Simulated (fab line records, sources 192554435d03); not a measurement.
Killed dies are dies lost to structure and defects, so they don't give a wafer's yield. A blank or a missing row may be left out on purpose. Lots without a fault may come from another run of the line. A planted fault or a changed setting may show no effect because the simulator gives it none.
Split-lot experiment | flow n5_finfet | 7 lots, 21 wafers read, on a route of 1938 steps

THE SPLIT
At N5_BEOL_M5_ETCH_72 (etches underlayer in N2/H2, target depth 6.5 nm, time 5.2 s), the setting bias_w was moved away from the recipe's 150 W on 6 of the 21 wafers read, by -13.6% to +15.1%. The other wafers ran this setting at the recipe's value.

The reading is taken at the split's own step.

THE READING
rf_vpp_V, in V, at N5_BEOL_M5_ETCH_72 (etches underlayer in N2/H2, target depth 6.5 nm, time 5.2 s). Fault-free wafers of this fab line usually give 524.8 V, standard deviation 2.8 V.

wafer  | tool, chamber at the split | bias_w as run, W | against the recipe | rf_vpp_V, V | against lot-mates on the recipe
L079.1 | rie_diel-02, 3             | 150              | recipe             | 525.7       | -
L079.2 | rie_diel-02, 0             | 142.9            | -4.7%              | 510.8       | -14.9
L079.5 | rie_diel-02, 0             | 142.9            | -4.7%              | 510.5       | -15.2
L081.1 | rie_diel-05, 0             | 150              | recipe             | 522.2       | -
L081.4 | rie_diel-05, 2             | 150              | recipe             | 524.5       | -
L081.5 | rie_diel-05, 0             | 150              | recipe             | 522.7       | -
L082.2 | rie_diel-06, 1             | 129.6            | -13.6%             | 475.0       | -47.4
L082.4 | rie_diel-06, 3             | 150              | recipe             | 522.4       | -
L082.5 | rie_diel-06, 0             | 129.6            | -13.6%             | 478.0       | -44.4
L086.1 | rie_diel-06, 1             | 150              | recipe             | 518.1       | -
L086.5 | rie_diel-06, 3             | 150              | recipe             | 520.3       | -
L086.6 | rie_diel-06, 0             | 150              | recipe             | 524.5       | -
L087.1 | rie_diel-06, 2             | 172.6            | +15.1%             | 572.9       | +52.7
L087.2 | rie_diel-06, 1             | 150              | recipe             | 520.7       | -
L087.5 | rie_diel-06, 1             | 150              | recipe             | 519.6       | -
L090.1 | rie_diel-05, 2             | 150              | recipe             | 521.9       | -
L090.5 | rie_diel-05, 3             | 150              | recipe             | 526.2       | -
L090.6 | rie_diel-05, 0             | 167              | +11.3%             | 557.5       | +33.5
L096.2 | rie_diel-05, 3             | 150              | recipe             | 528.0       | -
L096.5 | rie_diel-05, 1             | 150              | recipe             | 525.2       | -
L096.6 | rie_diel-05, 0             | 150              | recipe             | 522.4       | -

THE FIT
A straight line over all 21 wafers: rf_vpp_V changes by +3.28 V for each +1% of bias_w; r = +0.99; the points scatter about the line by 2.7 V.
The same after taking each lot's own level away (the mean of its wafers on the recipe; 21 wafers): +3.33 V for each +1%; r = +1.00; scatter 2.1 V.
On that fit, the largest move of bias_w shifts the reading by 50 V.
The lots' own levels span 520.15 to 525.70 V, that is 2.0 times the standard deviation above.
So the lot-to-lot level changes the slope little: the two slopes agree.
Check: with one of the wafers moved furthest among these (+15.1%) left out of the fit, the line predicts +48.6 V for it against its lot-mates. It came out at +52.7 V against them.
Tool readings at the split's step, against how far the setting was moved: etch_rf_on_time_s r = -0.83; rf_vpp_V r = +0.99.

OTHER SPLITS ON THESE WAFERS
These wafers also went through other splits before the reading. Each is held against what the fit with the lots' levels taken away leaves over:
other split on the same wafers | wafers away from the commonest value | r with rf_vpp_V (lot level and that fit taken away)
N5_BEOL_M5_COAT_05 spin_rpm    | 7                                    | -0.15

THE WHOLE CHAIN: every reading that the file lists as answering this split, in the file's order
step               | what it does                                                | reading           | change (the file's fit)              | r (the file's)
N5_BEOL_M5_ETCH_72 | etches underlayer in N2/H2, target depth 6.5 nm, time 5.2 s | etch_rf_on_time_s | withheld for each +1% of the setting | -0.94
N5_BEOL_M5_ETCH_72 | etches underlayer in N2/H2, target depth 6.5 nm, time 5.2 s | rf_vpp_V          | +3.32 V for each +1% of the setting  | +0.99

THE FILE'S OWN FIT
rf_vpp_V changes by +3.32 V for each +1% of bias_w, r = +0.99.
